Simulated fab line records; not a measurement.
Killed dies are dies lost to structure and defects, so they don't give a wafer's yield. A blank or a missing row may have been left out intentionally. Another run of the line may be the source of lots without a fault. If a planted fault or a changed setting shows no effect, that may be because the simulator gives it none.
2 desks, one fault + flow n5Finfet + each desk has only its own numbers; what lay behind them comes last

THE METROLOGY DESK
What the gauges read, lot by lot, whatever tool the lot ran on: means of the sampled wafers that have a number. The brackets show how far a lot's mean lies from the usual mean; more than 4 standard deviations puts the lot out of limits, marked OUT.
Columns: A = HMC_CMP_THK at N5_PMOS_HMC_CHANNEL_EPI_THK_MEAS_22, usual 54.4 nm
| lot  | first seen here | A    |
|------|-----------------|------|
| L256 | day 2 14:20     | 54.3 |
| L257 | day 2 20:19     | 54.1 |
| L260 | day 3 19:13     | 55.5 |
| L261 | day 3 20:43     | 55.9 |
| L265 | day 4 19:22     | 55.0 |
| L266 | day 5 01:57     | 52.2 |
| L267 | day 5 13:43     | 54.5 |
| L268 | day 5 14:58     | 53.3 |
| L274 | day 7 01:26     | 55.0 |
| L275 | day 7 07:44     | 53.0 |
| L276 | day 7 13:22     | 54.1 |
This desk found nothing out of limits on any of the 11 lots.

DESK OF THE TOOL OWNER: rieSi-04
The tool's own readings at N5_PMOS_HMC_CHANNEL_EPI_FIN_RECESS_16 (chemistry HBr/Cl2, target Si, target depth 54 nm, time 18 s): means of the sampled wafers that have a number, for each lot that ran on this tool. The brackets show how far a lot's mean lies from the usual mean; more than 4 standard deviations puts the lot out of limits, marked OUT.
Columns: A = biasW at N5_PMOS_HMC_CHANNEL_EPI_FIN_RECESS_16, usual 75.02 W; B = drypumpMotorCurrentA at N5_PMOS_HMC_CHANNEL_EPI_FIN_RECESS_16, usual 5.9 A; C = oesProductAu at N5_PMOS_HMC_CHANNEL_EPI_FIN_RECESS_16, usual 1.007 a.u.; D = throttleValvePct at N5_PMOS_HMC_CHANNEL_EPI_FIN_RECESS_16, usual 35.4 %
| lot  | first seen here | A     | B   | C     | D    |
|------|-----------------|-------|-----|-------|------|
| L256 | day 2 12:08     | 74.91 | 6.0 | 1.006 | 35.3 |
| L257 | day 2 18:01     | 75.01 | 6.0 | 1.003 | 35.3 |
| L260 | day 3 16:29     | 74.93 | 5.9 | 1.006 | 35.4 |
| L261 | day 3 18:54     | 74.79 | 5.5 | 1.008 | 35.4 |
| L265 | day 4 17:34     | 75.22 | 6.2 | 1.002 | 35.1 |
| L266 | day 5 00:09     | 75.22 | 6.1 | 0.994 | 35.2 |
| L268 | day 5 13:10     | 74.73 | 6.1 | 1.006 | 35.4 |
This desk found nothing out of limits on any of the 7 lots.

TAKEN TOGETHER
The metrology desk saw nothing out of limits.
Nothing out of limits was seen by the tool owner's desk.

WHAT WAS PUT IN BY THE SIMULATOR
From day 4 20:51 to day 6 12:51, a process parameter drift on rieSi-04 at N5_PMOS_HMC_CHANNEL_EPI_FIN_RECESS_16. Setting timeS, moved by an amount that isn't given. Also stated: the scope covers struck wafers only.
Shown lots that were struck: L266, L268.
